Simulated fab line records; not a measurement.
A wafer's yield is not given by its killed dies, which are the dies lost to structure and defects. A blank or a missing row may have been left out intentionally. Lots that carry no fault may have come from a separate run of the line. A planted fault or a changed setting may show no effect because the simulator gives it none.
What tool caused it? -- flow nandHarc -- Sampling: 13 lots, 38 wafers, 5 of 1302 route steps

WHAT THE GAUGES READ, wafer by wafer
NHARC_END_SORT_01.
lot,measured,on,killedAtArray,killedAtOther,killedAtPeriphery,killedDies,killedOpen,killedShort
L547,day 29 01:24,prober-01,33 616 38,1 1 0,3 3 2,37 620 40,4 4 4,3 1 2
L549,day 29 22:45,prober-01,79 99 621,0 2 2,9 7 3,88 108 626,1 1 2,4 2 2
L550,day 30 16:52,prober-01,58 613,1 2,1 3,60 618,5 6,2 1

WHICH TOOL RAN EACH LOT (tool, then ch and the chambers of the sampled wafers, then the start)
lot,NHARC_A_STAIRCASE_ETCHBACK_416,NHARC_A_STAIRCASE_DEP_325,NHARC_A_STAIRCASE_ETCHBACK_157,NHARC_A_STAIRCASE_CMP_472
L537,"rieDiel-09 ch 1,2, day 19 00:34 or earlier","pecvd-03 ch 0,1, day 19 00:34","rieDiel-02 ch 1,2,3, day 19 14:55","cmp-01 ch 0,3, day 19 15:34"
L538,"rieDiel-09 ch 0,3, day 19 00:27 or earlier","pecvd-04 ch 0,2, day 19 00:27","rieDiel-09 ch 2,3, day 19 17:29","cmp-04 ch 0,2,3, day 19 18:07"
L542,"rieDiel-02 ch 0,1, day 20 21:19 or earlier","pecvd-03 ch 0,1, day 20 21:19","rieDiel-02 ch 0,1, day 21 13:44","cmp-01 ch 0,1, day 21 14:18"
L543,"rieDiel-02 ch 1,2,3, day 21 13:23 or earlier","pecvd-04 ch 0,1,2, day 21 13:23","rieDiel-02 ch 1,2, day 22 03:54","cmp-01 ch 1,2, day 22 04:26"
L544,"rieDiel-02 ch 1,2, day 22 07:40 or earlier","pecvd-04 ch 0,1, day 22 07:40","rieDiel-12 ch 0,1, day 22 22:36","cmp-04 ch 1,3, day 22 23:15"
L546,"rieDiel-09 ch 0,1,2, day 22 18:05 or earlier","pecvd-04 ch 0,1, day 22 18:05","rieDiel-02 ch 0,3, day 23 09:06","cmp-04 ch 0,1,3, day 23 09:45"
L547,"rieDiel-12 ch 0,2,3, day 23 01:40 or earlier","pecvd-02 ch 0,1, day 23 01:40","rieDiel-12 ch 0,3, day 23 17:28","cmp-01 ch 0,1,2, day 23 18:04"
L549,"rieDiel-02 ch 1,2,3, day 23 22:05 or earlier","pecvd-02 ch 0,1,2, day 23 22:05","rieDiel-12 ch 0,2,3, day 24 13:28","cmp-04 ch 0,1,3, day 24 14:04"
L550,"rieDiel-09 ch 1,2, day 24 14:53 or earlier","pecvd-04 ch 0, day 24 14:53","rieDiel-12 ch 1,2, day 25 05:10","cmp-02 ch 0,3, day 25 05:43"
L557,"rieDiel-12 ch 0,2,3, day 27 06:01 or earlier","pecvd-02 ch 0,1,2, day 27 06:01","rieDiel-02 ch 0,1,3, day 27 20:01","cmp-02 ch 1,2,3, day 27 20:37"
L556,"rieDiel-12 ch 0,2,3, day 27 06:01 or earlier","pecvd-03 ch 0,1, day 27 06:01","rieDiel-12 ch 1,3, day 27 19:49","cmp-01 ch 2,3, day 27 20:25"
L558,"rieDiel-12 ch 0,1,3, day 27 19:36 or earlier","pecvd-02 ch 0,1,2, day 27 19:36","rieDiel-12 ch 0,2,3, day 28 09:50","cmp-04 ch 1,2,3, day 28 10:25"
L559,"rieDiel-09 ch 0,3, day 27 19:36 or earlier","pecvd-03 ch 0,1, day 27 19:36","rieDiel-09 ch 0,1, day 28 10:07","cmp-02 ch 0,1,3, day 28 10:45"
- NHARC_A_STAIRCASE_ETCHBACK_416: etches the open film in C4F8/O2/Ar, target depth 36 nm, time 7.2 s.
- NHARC_A_STAIRCASE_DEP_325: deposits SiO2, target thk 7200 nm.
- NHARC_A_STAIRCASE_ETCHBACK_157: etches the open film in CH3F/O2, target depth 90 nm, time 167.14 s.
- NHARC_A_STAIRCASE_CMP_472: polishes SiO2.

AS READ BY THE TOOLS THEMSELVES (means over the sampled wafers that have a number; for cases with no such wafer, the mark the record gives instead)
NHARC_A_STAIRCASE_ETCHBACK_416.
lot,tool,biasW (W),oesProductAu (a.u.),rfVppV (V)
L537,rieDiel-09,799.6,0.924,727
L538,rieDiel-09,801.6,0.920,725
L542,rieDiel-02,800.7,0.918,716
L543,rieDiel-02,801.1,0.916,718
L544,rieDiel-02,801.5,0.911,718
L546,rieDiel-09,799.1,0.924,726
L547,rieDiel-12,798.6,0.929,719
L549,rieDiel-02,798.6,0.920,719
L550,rieDiel-09,800.2,0.932,726
L557,rieDiel-12,798.6,0.931,718
L556,rieDiel-12,799.6,0.927,719
L558,rieDiel-12,801.7,0.936,719
L559,rieDiel-09,799.5,0.934,724

NHARC_A_STAIRCASE_DEP_325.
lot,tool,heaterPowerW (W)
L537,pecvd-03,634
L538,pecvd-04,578
L542,pecvd-03,594
L543,pecvd-04,547
L544,pecvd-04,663
L546,pecvd-04,681
L547,pecvd-02,561
L549,pecvd-02,678
L550,pecvd-04,710
L557,pecvd-02,627
L556,pecvd-03,591
L558,pecvd-02,641
L559,pecvd-03,589

NHARC_A_STAIRCASE_ETCHBACK_157.
lot,tool,biasW (W),drypumpMotorCurrentA (A),oesProductAu (a.u.),rfVppV (V),showerheadPlenumPTorr (Torr),throttleValvePct (%)
L537,rieDiel-02,99.7,5.6,0.99,242.7,2.35,20.663
L538,rieDiel-09,99.7,6.2,0.92,245.3,2.53,20.669
L542,rieDiel-02,99.7,5.9,0.99,242.2,2.30,20.665
L543,rieDiel-02,100.3,5.2,0.95,242.3,2.36,20.663
L544,rieDiel-12,99.8,6.3,0.99,242.8,2.35,20.657
L546,rieDiel-02,100.0,5.7,0.93,241.9,2.29,20.652
L547,rieDiel-12,100.3,6.3,0.88,243.7,2.33,20.663
L549,rieDiel-12,100.1,6.0,0.91,242.4,2.36,20.670
L550,rieDiel-12,100.0,6.0,0.88,243.7,2.38,20.655
L557,rieDiel-02,99.8,5.9,1.00,243.9,2.42,20.659
L556,rieDiel-12,100.2,5.9,1.00,242.8,2.38,20.660
L558,rieDiel-12,99.8,5.9,1.01,244.4,2.47,20.657
L559,rieDiel-09,100.2,5.5,0.91,244.1,2.46,20.659

NHARC_A_STAIRCASE_CMP_472.
lot,tool,motorCurrentA (A),retainingRingPressureFrac
L537,cmp-01,11.6,1.000
L538,cmp-04,12.0,1.001
L542,cmp-01,12.7,0.998
L543,cmp-01,13.1,1.000
L544,cmp-04,11.6,1.000
L546,cmp-04,11.9,1.003
L547,cmp-01,12.5,0.996
L549,cmp-04,11.4,1.005
L550,cmp-02,10.3,0.997
L557,cmp-02,11.7,1.003
L556,cmp-01,12.1,1.000
L558,cmp-04,11.7,1.002
L559,cmp-02,11.1,0.997

THE ANSWER, worked out from the rows above alone
Rule: the usual values come from the lots themselves. The widest of any qualifying gaps counts: lots, ordered by their means at a reading, are off when they make up no more than a third of the lots, leave a main group of 4 or more, and stand apart from it by 3 or more times the standard deviation of that group's means. A main group whose means are all the same, to the digits that the tables above print for the reading, isn't used. A lot without any number at a reading at which 4 lots or more have one is off too. Any other lot the step has rows for is counted as sound. After the gauges, taken in route order, come the tools' own readings; for these a lot's mean is taken, as printed above. At the first step where some lot is off, the reading lying furthest off is the one used; lots without a number count as furthest.
No lot is off on any of the readings shown, so nothing can be concluded from this.

WHAT THE SIMULATOR PUT IN
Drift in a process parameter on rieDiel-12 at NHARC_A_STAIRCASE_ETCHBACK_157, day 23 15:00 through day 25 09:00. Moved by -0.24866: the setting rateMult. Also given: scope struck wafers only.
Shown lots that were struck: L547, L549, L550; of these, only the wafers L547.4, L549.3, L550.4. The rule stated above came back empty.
